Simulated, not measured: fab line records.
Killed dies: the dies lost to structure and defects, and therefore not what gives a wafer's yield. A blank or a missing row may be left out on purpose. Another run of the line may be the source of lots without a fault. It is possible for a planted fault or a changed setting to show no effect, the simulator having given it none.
Matching of chambers || flow n5-finfet || cmp-03 running N5_MOL_CONTACT_COAG_CMP_28: 4 sister chambers
The step polishes, stops on SiNx, t overpolish 0.85 s, target thk 14.522 nm. 8 wafers are shown with their chamber, then 10 later ones without.

WAFERS, EACH WITH ITS CHAMBER
{"wafer": "L076.4", "chamber": 1, "motor-current-A (A)": 12.9, "time-to-endpoint-s (s)": 2.9}
{"wafer": "L080.4", "chamber": 1, "motor-current-A (A)": 13.6, "time-to-endpoint-s (s)": 6.2}
{"wafer": "L085.1", "chamber": 3, "motor-current-A (A)": 11.2, "time-to-endpoint-s (s)": 5.2}
{"wafer": "L089.1", "chamber": 0, "motor-current-A (A)": 11.4, "time-to-endpoint-s (s)": 4.5}
{"wafer": "L089.2", "chamber": 3, "motor-current-A (A)": 11.9, "time-to-endpoint-s (s)": 6.5}
{"wafer": "L089.4", "chamber": 2, "motor-current-A (A)": 12.7, "time-to-endpoint-s (s)": 6.1}
{"wafer": "L092.2", "chamber": 0, "motor-current-A (A)": 11.8, "time-to-endpoint-s (s)": 6.3}
{"wafer": "L092.4", "chamber": 2, "motor-current-A (A)": 12.4, "time-to-endpoint-s (s)": 7.7}

WAFERS MISSING THEIR CHAMBER
{"wafer": "L092.6", "motor-current-A (A)": 12.7, "time-to-endpoint-s (s)": 7.6}
{"wafer": "L093.2", "motor-current-A (A)": 11.1, "time-to-endpoint-s (s)": 6.8}
{"wafer": "L093.5", "motor-current-A (A)": 13.5, "time-to-endpoint-s (s)": 7.8}
{"wafer": "L093.6", "motor-current-A (A)": 12.8, "time-to-endpoint-s (s)": 4.1}
{"wafer": "L096.2", "motor-current-A (A)": 11.8, "time-to-endpoint-s (s)": 6.8}
{"wafer": "L096.3", "motor-current-A (A)": 12.6, "time-to-endpoint-s (s)": 6.8}
{"wafer": "L096.4", "motor-current-A (A)": 13.4, "time-to-endpoint-s (s)": 9.2}
{"wafer": "L097.1", "motor-current-A (A)": 12.4, "time-to-endpoint-s (s)": 3.9}
{"wafer": "L097.2", "motor-current-A (A)": 13.2, "time-to-endpoint-s (s)": 6.7}
{"wafer": "L097.6", "motor-current-A (A)": 11.1, "time-to-endpoint-s (s)": 5.5}

CHAMBER TAKEN BY EACH
{"wafer": "L092.6", "from the rows above": "can't be placed: 2 or 1", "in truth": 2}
{"wafer": "L093.2", "from the rows above": "can't be placed: 3 or 0", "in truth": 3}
{"wafer": "L093.5", "from the rows above": "can't be placed: 1 or 2", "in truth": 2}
{"wafer": "L093.6", "from the rows above": "can't be placed: 1 or 2 or 0", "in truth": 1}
{"wafer": "L096.2", "from the rows above": "can't be placed: 3 or 0 or 2", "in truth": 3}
{"wafer": "L096.3", "from the rows above": 2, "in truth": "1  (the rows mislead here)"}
{"wafer": "L096.4", "from the rows above": "can't be placed: 2 or 1", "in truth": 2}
{"wafer": "L097.1", "from the rows above": "can't be placed: 2 or 1 or 0 or 3", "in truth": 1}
{"wafer": "L097.2", "from the rows above": "can't be placed: 1 or 2", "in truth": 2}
{"wafer": "L097.6", "from the rows above": "can't be placed: 3 or 0", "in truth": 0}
Correctly placed: 0 of 10. From these rows, 9 cannot be placed; in 9 the true chamber is one of the candidates. Placed wrongly: 1.
How it was worked out, from the rows above alone: a wafer's distance from a chamber is the root of the sum, over the readings, of the square of ((its reading less the chamber's mean) divided by the reading's scatter). If the next closest chamber is less than 2 further off than the closest, the wafer can't be placed; otherwise it belongs to the closest. Each chamber's mean is taken over the wafers shown for it. The scatter: take each reading less its chamber's mean, square it, sum over the shown wafers, divide by the number of wafers less the number of chambers, and take the root.
